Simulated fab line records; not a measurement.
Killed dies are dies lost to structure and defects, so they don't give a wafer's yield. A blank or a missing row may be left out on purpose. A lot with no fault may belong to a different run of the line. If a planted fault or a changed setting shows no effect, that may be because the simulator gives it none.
Which tool did it? :: flow n5_finfet :: Sampling: 9 lots, 24 wafers, 5 of 1938 route steps

== WHAT EACH GAUGE READ, for each wafer ==
N5_BEOL_M4_RC_MEAS_101. Usual: DIBL_N 36.9 mV/V, standard deviation 2.1; DIBL_P 37.1 mV/V, standard deviation 2.5; IOFF_N 0.17 nA/um, standard deviation 0.039; IOFF_P 0.23 nA/um, standard deviation 0.043; ION_N 673 uA/um, standard deviation 15; ION_P 462 uA/um, standard deviation 9.1; SS_N 71.8 mV/dec, standard deviation 0.69; SS_P 73.6 mV/dec, standard deviation 0.74; VT_N 250 mV, standard deviation 3.6; VT_P -249.7 mV, standard deviation 2.9.
lot: L410
measured: day 8 13:13
on: prober-02
DIBL_N (mV/V): 40.9 39.4
DIBL_P (mV/V): 43.9 41.2
IOFF_N (nA/um): 0.29 0.23
IOFF_P (nA/um): 0.35 0.29
ION_N (uA/um): 703 682
ION_P (uA/um): 476 461
SS_N (mV/dec): 72.5 72.1
SS_P (mV/dec): 75.0 74.2
VT_N (mV): 241 245
VT_P (mV): -245.6 -245.4
flag: 

lot: L411
measured: day 8 12:47
on: prober-01
DIBL_N (mV/V): 33.5 35.6 35.8
DIBL_P (mV/V): 33.0 35.0 35.6
IOFF_N (nA/um): 0.12 0.15 0.14
IOFF_P (nA/um): 0.17 0.19 0.19
ION_N (uA/um): 677 665 667
ION_P (uA/um): 465 453 452
SS_N (mV/dec): 70.8 71.1 70.7
SS_P (mV/dec): 72.1 72.9 73.2
VT_N (mV): 254 249 251
VT_P (mV): -252.8 -252.3 -250.6
flag: 

lot: L412
measured: day 9 05:56
on: prober-02
DIBL_N (mV/V): 35.4 34.6 37.6
DIBL_P (mV/V): 35.1 34.5 37.6
IOFF_N (nA/um): 0.14 0.14 0.18
IOFF_P (nA/um): 0.20 0.19 0.22
ION_N (uA/um): 662 659 683
ION_P (uA/um): 456 451 469
SS_N (mV/dec): 71.9 72.0 72.3
SS_P (mV/dec): 74.4 73.8 74.3
VT_N (mV): 255 254 251
VT_P (mV): -251.6 -250.6 -250.2
flag: 

lot: L413
measured: day 9 03:45
on: prober-01
DIBL_N (mV/V): 38.2 40.7
DIBL_P (mV/V): 38.3 40.6
IOFF_N (nA/um): 0.17 0.23
IOFF_P (nA/um): 0.27 0.31
ION_N (uA/um): 664 681
ION_P (uA/um): 468 468
SS_N (mV/dec): 71.4 72.2
SS_P (mV/dec): 73.9 74.6
VT_N (mV): 247 247
VT_P (mV): -245.9 -244.4
flag: 

lot: L421
measured: day 11 10:51
on: prober-01
DIBL_N (mV/V): 36.4 37.2
DIBL_P (mV/V): 37.1 37.6
IOFF_N (nA/um): 0.15 0.15
IOFF_P (nA/um): 0.22 0.23
ION_N (uA/um): 675 675
ION_P (uA/um): 465 472
SS_N (mV/dec): 72.1 71.5
SS_P (mV/dec): 73.7 73.6
VT_N (mV): 253 254
VT_P (mV): -253.2 -250.4
flag: 

lot: L425
measured: day 12 03:23
on: prober-01
DIBL_N (mV/V): 39.1 35.9 40.5
DIBL_P (mV/V): 39.0 36.4 42.4
IOFF_N (nA/um): 0.23 0.16 0.25
IOFF_P (nA/um): 0.26 0.21 0.31
ION_N (uA/um): 689 673 701
ION_P (uA/um): 473 457 476
SS_N (mV/dec): 72.1 71.3 72.7
SS_P (mV/dec): 73.4 73.0 74.5
VT_N (mV): 244 250 246
VT_P (mV): -245.7 -250.8 -247.9
flag: 

lot: L426
measured: day 12 15:34
on: prober-01
DIBL_N (mV/V): 34.4 37.2 38.1
DIBL_P (mV/V): 34.4 37.1 38.7
IOFF_N (nA/um): 0.12 0.17 0.19
IOFF_P (nA/um): 0.16 0.19 0.22
ION_N (uA/um): 665 671 687
ION_P (uA/um): 450 457 462
SS_N (mV/dec): 71.6 71.5 71.6
SS_P (mV/dec): 73.0 73.6 73.9
VT_N (mV): 254 249 246
VT_P (mV): -251.9 -252.1 -250.4
flag: 

lot: L429
measured: day 13 11:34
on: prober-01
DIBL_N (mV/V): 35.2 33.2 35.0
DIBL_P (mV/V): 35.2 32.6 34.3
IOFF_N (nA/um): 0.16 0.13 0.17
IOFF_P (nA/um): 0.24 0.19 0.21
ION_N (uA/um): 658 666 649
ION_P (uA/um): 459 464 453
SS_N (mV/dec): 71.6 71.5 72.1
SS_P (mV/dec): 73.2 72.3 72.9
VT_N (mV): 249 252 250
VT_P (mV): -246.8 -248.8 -248.8
flag: 

lot: L430
measured: day 13 14:06
on: prober-02
DIBL_N (mV/V): 37.3 33.3 37.4
DIBL_P (mV/V): 35.9 32.1 37.0
IOFF_N (nA/um): 0.17 0.11 0.19
IOFF_P (nA/um): 0.21 0.15 0.23
ION_N (uA/um): 681 664 700
ION_P (uA/um): 462 455 474
SS_N (mV/dec): 72.1 70.4 71.9
SS_P (mV/dec): 73.4 72.4 73.5
VT_N (mV): 248 254 245
VT_P (mV): -250.6 -254.1 -250.7
flag: 

== TOOL THAT RAN EACH LOT (tool first, then ch and the chambers of the sampled wafers, then the start) ==
lot: L410
N5_MOL_CONTACT_COAG_STRIP_119: plasma_asher-01 ch 0,1, day 5 16:07
N5_MOL_CONTACT_COAG_DESCUM_45: rie_diel-06 ch 1,3, day 5 16:41
N5_MOL_CONTACT_COAG_ETCH_67: rie_diel-06 ch 0,2, day 5 17:15
N5_MOL_CONTACT_COAG_ETCHBACK_136: rie_diel-06 ch 0,2, day 5 17:20

lot: L411
N5_MOL_CONTACT_COAG_STRIP_119: plasma_asher-01 ch 0,1, day 6 01:27
N5_MOL_CONTACT_COAG_DESCUM_45: rie_diel-03 ch 2,3, day 6 02:28
N5_MOL_CONTACT_COAG_ETCH_67: rie_diel-05 ch 0,2, day 6 03:20
N5_MOL_CONTACT_COAG_ETCHBACK_136: rie_diel-05 ch 0,2, day 6 03:25

lot: L412
N5_MOL_CONTACT_COAG_STRIP_119: plasma_asher-02 ch 0,1, day 6 05:02
N5_MOL_CONTACT_COAG_DESCUM_45: rie_diel-03 ch 1,2,3, day 6 05:55
N5_MOL_CONTACT_COAG_ETCH_67: rie_diel-06 ch 0,1, day 6 06:23
N5_MOL_CONTACT_COAG_ETCHBACK_136: rie_diel-06 ch 0,1, day 6 06:28

lot: L413
N5_MOL_CONTACT_COAG_STRIP_119: plasma_asher-01 ch 0,1, day 6 07:39
N5_MOL_CONTACT_COAG_DESCUM_45: rie_diel-05 ch 3, day 6 08:22
N5_MOL_CONTACT_COAG_ETCH_67: rie_diel-05 ch 3, day 6 08:43
N5_MOL_CONTACT_COAG_ETCHBACK_136: rie_diel-05 ch 3, day 6 08:48

lot: L421
N5_MOL_CONTACT_COAG_STRIP_119: plasma_asher-01 ch 0, day 8 13:47
N5_MOL_CONTACT_COAG_DESCUM_45: rie_diel-03 ch 0,3, day 8 14:33
N5_MOL_CONTACT_COAG_ETCH_67: rie_diel-05 ch 0,1, day 8 15:05
N5_MOL_CONTACT_COAG_ETCHBACK_136: rie_diel-05 ch 0,1, day 8 15:11

lot: L425
N5_MOL_CONTACT_COAG_STRIP_119: plasma_asher-02 ch 0,1, day 9 10:34
N5_MOL_CONTACT_COAG_DESCUM_45: rie_diel-03 ch 0,3, day 9 11:09
N5_MOL_CONTACT_COAG_ETCH_67: rie_diel-06 ch 1,2,3, day 9 11:30
N5_MOL_CONTACT_COAG_ETCHBACK_136: rie_diel-06 ch 1,2,3, day 9 11:35

lot: L426
N5_MOL_CONTACT_COAG_STRIP_119: plasma_asher-02 ch 0, day 9 14:31
N5_MOL_CONTACT_COAG_DESCUM_45: rie_diel-05 ch 0,1,3, day 9 15:07
N5_MOL_CONTACT_COAG_ETCH_67: rie_diel-03 ch 0,1,2, day 9 15:31
N5_MOL_CONTACT_COAG_ETCHBACK_136: rie_diel-03 ch 0,1,2, day 9 15:36

lot: L429
N5_MOL_CONTACT_COAG_STRIP_119: plasma_asher-01 ch 0,1, day 10 13:02
N5_MOL_CONTACT_COAG_DESCUM_45: rie_diel-05 ch 0,3, day 10 14:38
N5_MOL_CONTACT_COAG_ETCH_67: rie_diel-03 ch 0,3, day 10 15:04
N5_MOL_CONTACT_COAG_ETCHBACK_136: rie_diel-03 ch 0,3, day 10 15:10

lot: L430
N5_MOL_CONTACT_COAG_STRIP_119: plasma_asher-01 ch 0,1, day 10 16:10
N5_MOL_CONTACT_COAG_DESCUM_45: rie_diel-05 ch 0,1,2, day 10 16:54
N5_MOL_CONTACT_COAG_ETCH_67: rie_diel-03 ch 0,2,3, day 10 17:15
N5_MOL_CONTACT_COAG_ETCHBACK_136: rie_diel-03 ch 0,2,3, day 10 17:20
- N5_MOL_CONTACT_COAG_STRIP_119: strips in N2/H2, time 30 s.
- N5_MOL_CONTACT_COAG_DESCUM_45: chemistry O2, time 7 s.
- N5_MOL_CONTACT_COAG_ETCH_67: etches SOC in N2/H2, target depth 60 nm, overetch 21 nm, time 101.2 s.
- N5_MOL_CONTACT_COAG_ETCHBACK_136: etches SiO2 in CHF3, target depth 25 nm, time 16.7 s.

== WHAT THE TOOLS THEMSELVES READ (means of the sampled wafers that have a number; where no wafer has one, the mark that the record gives instead) ==
N5_MOL_CONTACT_COAG_STRIP_119. Usual: drypump_motor_current_A 5.6 A, standard deviation 0.44; heater_power_w 338 W, standard deviation 28.
lot: L410
tool: plasma_asher-01
drypump_motor_current_A (A): 5.8
heater_power_w (W): 337
flag: 

lot: L411
tool: plasma_asher-01
drypump_motor_current_A (A): 6.0
heater_power_w (W): 327
flag: 

lot: L412
tool: plasma_asher-02
drypump_motor_current_A (A): 5.1
heater_power_w (W): 336
flag: 

lot: L413
tool: plasma_asher-01
drypump_motor_current_A (A): 5.8
heater_power_w (W): 332
flag: 

lot: L421
tool: plasma_asher-01
drypump_motor_current_A (A): 6.1
heater_power_w (W): 304
flag: 

lot: L425
tool: plasma_asher-02
drypump_motor_current_A (A): 5.1
heater_power_w (W): 332
flag: 

lot: L426
tool: plasma_asher-02
drypump_motor_current_A (A): 4.9
heater_power_w (W): 328
flag: 

lot: L429
tool: plasma_asher-01
drypump_motor_current_A (A): 5.9
heater_power_w (W): 328
flag: 

lot: L430
tool: plasma_asher-01
drypump_motor_current_A (A): 6.0
heater_power_w (W): 327
flag: 

N5_MOL_CONTACT_COAG_DESCUM_45. Usual: chamber_pressure_mTorr is 20.002 mTorr with standard deviation 0.018, drypump_motor_current_A is 5.5 A with standard deviation 0.51, oes_product_au is 0.79 a.u. with standard deviation 0.11, rf_fwd_power_W is 49.40 W with standard deviation 0.23, rf_vpp_V is 243.2 V with standard deviation 1.1, showerhead_plenum_p_Torr is 2.09 Torr with standard deviation 0.053, and throttle_valve_pct is 20.56 % with standard deviation 0.23.
lot: L410
tool: rie_diel-06
chamber_pressure_mTorr (mTorr): 20.006
drypump_motor_current_A (A): 5.3
oes_product_au (a.u.): 0.69
rf_fwd_power_W (W): 49.55
rf_vpp_V (V): 244.6
showerhead_plenum_p_Torr (Torr): 2.13
throttle_valve_pct (%): 20.74
flag: 

lot: L411
tool: rie_diel-03
chamber_pressure_mTorr (mTorr): 19.999
drypump_motor_current_A (A): 5.7
oes_product_au (a.u.): 0.87
rf_fwd_power_W (W): 49.39
rf_vpp_V (V): 245.1
showerhead_plenum_p_Torr (Torr): 2.16
throttle_valve_pct (%): 20.49
flag: 

lot: L412
tool: rie_diel-03
chamber_pressure_mTorr (mTorr): 20.020
drypump_motor_current_A (A): 5.7
oes_product_au (a.u.): 0.76
rf_fwd_power_W (W): 49.28
rf_vpp_V (V): 243.1
showerhead_plenum_p_Torr (Torr): 2.13
throttle_valve_pct (%): 20.66
flag: 

lot: L413
tool: rie_diel-05
chamber_pressure_mTorr (mTorr): 20.005
drypump_motor_current_A (A): 6.1
oes_product_au (a.u.): 0.72
rf_fwd_power_W (W): 49.68
rf_vpp_V (V): 242.9
showerhead_plenum_p_Torr (Torr): 2.10
throttle_valve_pct (%): 20.68
flag: 

lot: L421
tool: rie_diel-03
chamber_pressure_mTorr (mTorr): 20.005
drypump_motor_current_A (A): 5.9
oes_product_au (a.u.): 0.87
rf_fwd_power_W (W): 48.96
rf_vpp_V (V): 243.9
showerhead_plenum_p_Torr (Torr): 2.10
throttle_valve_pct (%): 20.59
flag: 

lot: L425
tool: rie_diel-03
chamber_pressure_mTorr (mTorr): 20.004
drypump_motor_current_A (A): 5.8
oes_product_au (a.u.): 0.79
rf_fwd_power_W (W): 49.34
rf_vpp_V (V): 243.7
showerhead_plenum_p_Torr (Torr): 2.12
throttle_valve_pct (%): 20.68
flag: 

lot: L426
tool: rie_diel-05
chamber_pressure_mTorr (mTorr): 19.997
drypump_motor_current_A (A): 5.7
oes_product_au (a.u.): 0.80
rf_fwd_power_W (W): 49.57
rf_vpp_V (V): 242.9
showerhead_plenum_p_Torr (Torr): 2.08
throttle_valve_pct (%): 20.46
flag: 

lot: L429
tool: rie_diel-05
chamber_pressure_mTorr (mTorr): 20.004
drypump_motor_current_A (A): 6.0
oes_product_au (a.u.): 0.74
rf_fwd_power_W (W): 49.60
rf_vpp_V (V): 241.8
showerhead_plenum_p_Torr (Torr): 2.06
throttle_valve_pct (%): 20.61
flag: 

lot: L430
tool: rie_diel-05
chamber_pressure_mTorr (mTorr): 19.988
drypump_motor_current_A (A): 5.3
oes_product_au (a.u.): 0.79
rf_fwd_power_W (W): 49.34
rf_vpp_V (V): 242.8
showerhead_plenum_p_Torr (Torr): 2.05
throttle_valve_pct (%): 20.46
flag: 

N5_MOL_CONTACT_COAG_ETCH_67. Usual: chamber_pressure_mTorr is 30.00 mTorr with standard deviation 0.031, drypump_motor_current_A is 5.5 A with standard deviation 0.52, oes_product_au is 0.68 a.u. with standard deviation 0.08, rf_fwd_power_W is 835 W with standard deviation 3.2, rf_vpp_V is 523.4 V with standard deviation 1.8, showerhead_plenum_p_Torr is 2.52 Torr with standard deviation 0.07, and throttle_valve_pct is 17.84 % with standard deviation 0.19.
lot: L410
tool: rie_diel-06
chamber_pressure_mTorr (mTorr): 30.01
drypump_motor_current_A (A): 5.0
oes_product_au (a.u.): 0.69
rf_fwd_power_W (W): 834
rf_vpp_V (V): 524.5
showerhead_plenum_p_Torr (Torr): 2.55
throttle_valve_pct (%): 17.80
flag: 

lot: L411
tool: rie_diel-05
chamber_pressure_mTorr (mTorr): 29.96
drypump_motor_current_A (A): 5.2
oes_product_au (a.u.): 0.67
rf_fwd_power_W (W): 834
rf_vpp_V (V): 520.8
showerhead_plenum_p_Torr (Torr): 2.44
throttle_valve_pct (%): 17.77
flag: 

lot: L412
tool: rie_diel-06
chamber_pressure_mTorr (mTorr): 29.99
drypump_motor_current_A (A): 5.5
oes_product_au (a.u.): 0.71
rf_fwd_power_W (W): 833
rf_vpp_V (V): 524.4
showerhead_plenum_p_Torr (Torr): 2.57
throttle_valve_pct (%): 17.72
flag: 

lot: L413
tool: rie_diel-05
chamber_pressure_mTorr (mTorr): 29.99
drypump_motor_current_A (A): 6.1
oes_product_au (a.u.): 0.61
rf_fwd_power_W (W): 838
rf_vpp_V (V): 523.0
showerhead_plenum_p_Torr (Torr): 2.54
throttle_valve_pct (%): 18.10
flag: 

lot: L421
tool: rie_diel-05
chamber_pressure_mTorr (mTorr): 29.98
drypump_motor_current_A (A): 5.5
oes_product_au (a.u.): 0.72
rf_fwd_power_W (W): 835
rf_vpp_V (V): 523.4
showerhead_plenum_p_Torr (Torr): 2.52
throttle_valve_pct (%): 17.63
flag: 

lot: L425
tool: rie_diel-06
chamber_pressure_mTorr (mTorr): 29.99
drypump_motor_current_A (A): 5.1
oes_product_au (a.u.): 0.65
rf_fwd_power_W (W): 835
rf_vpp_V (V): 523.6
showerhead_plenum_p_Torr (Torr): 2.52
throttle_valve_pct (%): 17.91
flag: 

lot: L426
tool: rie_diel-03
chamber_pressure_mTorr (mTorr): 30.00
drypump_motor_current_A (A): 6.0
oes_product_au (a.u.): 0.76
rf_fwd_power_W (W): 834
rf_vpp_V (V): 522.7
showerhead_plenum_p_Torr (Torr): 2.53
throttle_valve_pct (%): 17.81
flag: 

lot: L429
tool: rie_diel-03
chamber_pressure_mTorr (mTorr): 29.99
drypump_motor_current_A (A): 5.8
oes_product_au (a.u.): 0.79
rf_fwd_power_W (W): 835
rf_vpp_V (V): 524.3
showerhead_plenum_p_Torr (Torr): 2.59
throttle_valve_pct (%): 17.93
flag: 

lot: L430
tool: rie_diel-03
chamber_pressure_mTorr (mTorr): 29.98
drypump_motor_current_A (A): 5.9
oes_product_au (a.u.): 0.77
rf_fwd_power_W (W): 831
rf_vpp_V (V): 523.9
showerhead_plenum_p_Torr (Torr): 2.58
throttle_valve_pct (%): 17.92
flag: 

N5_MOL_CONTACT_COAG_ETCHBACK_136. Usual: chamber_pressure_mTorr is 30.003 mTorr with standard deviation 0.027, drypump_motor_current_A is 5.5 A with standard deviation 0.52, oes_product_au is 0.81 a.u. with standard deviation 0.1, rf_fwd_power_W is 599 W with standard deviation 3.4, rf_vpp_V is 522 V with standard deviation 14, showerhead_plenum_p_Torr is 2.36 Torr with standard deviation 0.055, and throttle_valve_pct is 18.74 % with standard deviation 0.22.
lot: L410
tool: rie_diel-06
chamber_pressure_mTorr (mTorr): 30.009
drypump_motor_current_A (A): 5.0
oes_product_au (a.u.): 0.81
rf_fwd_power_W (W): 599
rf_vpp_V (V): 508
showerhead_plenum_p_Torr (Torr): 2.39
throttle_valve_pct (%): 18.67
flag: 

lot: L411
tool: rie_diel-05
chamber_pressure_mTorr (mTorr): 30.031
drypump_motor_current_A (A): 5.2
oes_product_au (a.u.): 0.81
rf_fwd_power_W (W): 598
rf_vpp_V (V): 504
showerhead_plenum_p_Torr (Torr): 2.31
throttle_valve_pct (%): 18.78
flag: 

lot: L412
tool: rie_diel-06
chamber_pressure_mTorr (mTorr): 29.989
drypump_motor_current_A (A): 5.5
oes_product_au (a.u.): 0.86
rf_fwd_power_W (W): 599
rf_vpp_V (V): 510
showerhead_plenum_p_Torr (Torr): 2.42
throttle_valve_pct (%): 18.64
flag: 

lot: L413
tool: rie_diel-05
chamber_pressure_mTorr (mTorr): 30.016
drypump_motor_current_A (A): 6.1
oes_product_au (a.u.): 0.70
rf_fwd_power_W (W): 604
rf_vpp_V (V): 520
showerhead_plenum_p_Torr (Torr): 2.37
throttle_valve_pct (%): 18.87
flag: 

lot: L421
tool: rie_diel-05
chamber_pressure_mTorr (mTorr): 30.006
drypump_motor_current_A (A): 5.5
oes_product_au (a.u.): 1.02
rf_fwd_power_W (W): 599
rf_vpp_V (V): 528
showerhead_plenum_p_Torr (Torr): 2.37
throttle_valve_pct (%): 18.68
flag: 

lot: L425
tool: rie_diel-06
chamber_pressure_mTorr (mTorr): 30.004
drypump_motor_current_A (A): 5.1
oes_product_au (a.u.): 0.76
rf_fwd_power_W (W): 600
rf_vpp_V (V): 517
showerhead_plenum_p_Torr (Torr): 2.39
throttle_valve_pct (%): 18.96
flag: 

lot: L426
tool: rie_diel-03
chamber_pressure_mTorr (mTorr): 30.002
drypump_motor_current_A (A): 6.0
oes_product_au (a.u.): 0.92
rf_fwd_power_W (W): 597
rf_vpp_V (V): 532
showerhead_plenum_p_Torr (Torr): 2.36
throttle_valve_pct (%): 18.64
flag: 

lot: L429
tool: rie_diel-03
chamber_pressure_mTorr (mTorr): 30.010
drypump_motor_current_A (A): 5.8
oes_product_au (a.u.): 0.93
rf_fwd_power_W (W): 597
rf_vpp_V (V): 534
showerhead_plenum_p_Torr (Torr): 2.38
throttle_valve_pct (%): 18.59
flag: 

lot: L430
tool: rie_diel-03
chamber_pressure_mTorr (mTorr): 30.009
drypump_motor_current_A (A): 5.9
oes_product_au (a.u.): 0.92
rf_fwd_power_W (W): 596
rf_vpp_V (V): 536
showerhead_plenum_p_Torr (Torr): 2.39
throttle_valve_pct (%): 18.61
flag: 

== THE ANSWER, worked out from the rows above alone ==
Rule: a lot counts as off when the mean over its wafers that have a number is more than 3 standard deviations away from the usual mean. A lot without any number at a reading at which 4 lots or more have one is off too. Where the step has rows for the other lots, those lots are counted as sound. The gauges are gone through in route order, then the tools' own readings, and for those a lot's mean is taken as printed above. The first step at which some lot is off is used, and at that step the reading that is off furthest; a lot without a number counts as furthest.
Nothing can be told from this: no lot is off at any reading shown.

== WHAT WAS PUT IN BY THE SIMULATOR ==
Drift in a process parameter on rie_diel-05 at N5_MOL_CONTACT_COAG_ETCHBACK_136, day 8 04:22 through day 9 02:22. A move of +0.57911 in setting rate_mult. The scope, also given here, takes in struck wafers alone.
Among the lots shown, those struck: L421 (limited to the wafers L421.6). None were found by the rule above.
